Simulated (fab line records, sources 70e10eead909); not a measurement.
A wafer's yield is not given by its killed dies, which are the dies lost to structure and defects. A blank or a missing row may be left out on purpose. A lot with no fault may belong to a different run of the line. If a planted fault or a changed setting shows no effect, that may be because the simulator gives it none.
Which tool did it?	flow nand harc	at 1 step of a route of 1302, 24 lots with 72 wafers sampled

== WHAT THE GAUGES READ, wafer by wafer ==
NHARC_A_ZERO_WELL_INSPECT_17.
lot	measured	on	raw defect count
L074	day 6 22:44	defect inspect-02	14 18 20
L075	day 6 23:59	defect inspect-01	4 5 5
L077	day 8 01:01	defect inspect-02	5 5 3
L076	day 8 03:04	defect inspect-02	13 8 10
L078	day 8 14:42	defect inspect-01	7 4 3
L079	day 8 23:34	defect inspect-02	27 20 11
L080	day 9 04:59	defect inspect-01	4 7 8
L081	day 9 23:08	defect inspect-02	9 8 6
L082	day 9 23:30	defect inspect-02	9 13 7
L083	day 10 13:09	defect inspect-02	6 4 4
L084	day 11 01:06	defect inspect-02	6 5 14
L085	day 11 08:12	defect inspect-02	7 6 3
L086	day 11 19:44	defect inspect-02	22 14 13
L087	day 12 06:13	defect inspect-02	6 8 1
L088	day 12 20:38	defect inspect-01	6 3 9
L089	day 13 07:26	defect inspect-02	12 7 8
L090	day 13 21:23	defect inspect-02	4 3 8
L091	day 13 23:39	defect inspect-01	18 9 5
L092	day 14 06:37	defect inspect-01	21 10 6
L093	day 14 18:00	defect inspect-01	13 12 5
L094	day 14 23:53	defect inspect-01	7 3 6
L095	day 15 23:02	defect inspect-02	8 18 9
L096	day 16 02:59	defect inspect-01	9 15 6
L097	day 16 06:19	defect inspect-01	6 11 4

== TOOL THAT RAN EACH LOT (tool first, then ch and the chambers of the sampled wafers, then the start) ==
No process step before these readings appears in the record.

== AS READ BY THE TOOLS THEMSELVES (means over the sampled wafers that have a number; for cases with no such wafer, the mark the record gives instead) ==
The record holds no such reading with a usual standard deviation.

== THE ANSWER, worked out from the rows above alone ==
Rule: what is usual is taken from the lots themselves. The widest of any qualifying gaps counts: lots, ordered by their means at a reading, are off when they make up no more than a third of the lots, leave a main group of 4 or more, and stand apart from it by 3 or more times the standard deviation of that group's means. A main group whose means are all the same, to the digits that the tables above print for the reading, isn't used. Also off: a lot with no number at a reading for which 4 or more lots have one. Where the step has rows for the other lots, those lots are counted as sound. Order of review: gauges by route order, followed by the tools' own readings, for which a lot's mean as printed above is used. The first step at which some lot is off is used, and at that step the reading that is off furthest; a lot without a number counts as furthest.
None of the lots is off at any reading shown; this tells nothing.

== WHAT HAD BEEN PUT IN BY THE SIMULATOR ==
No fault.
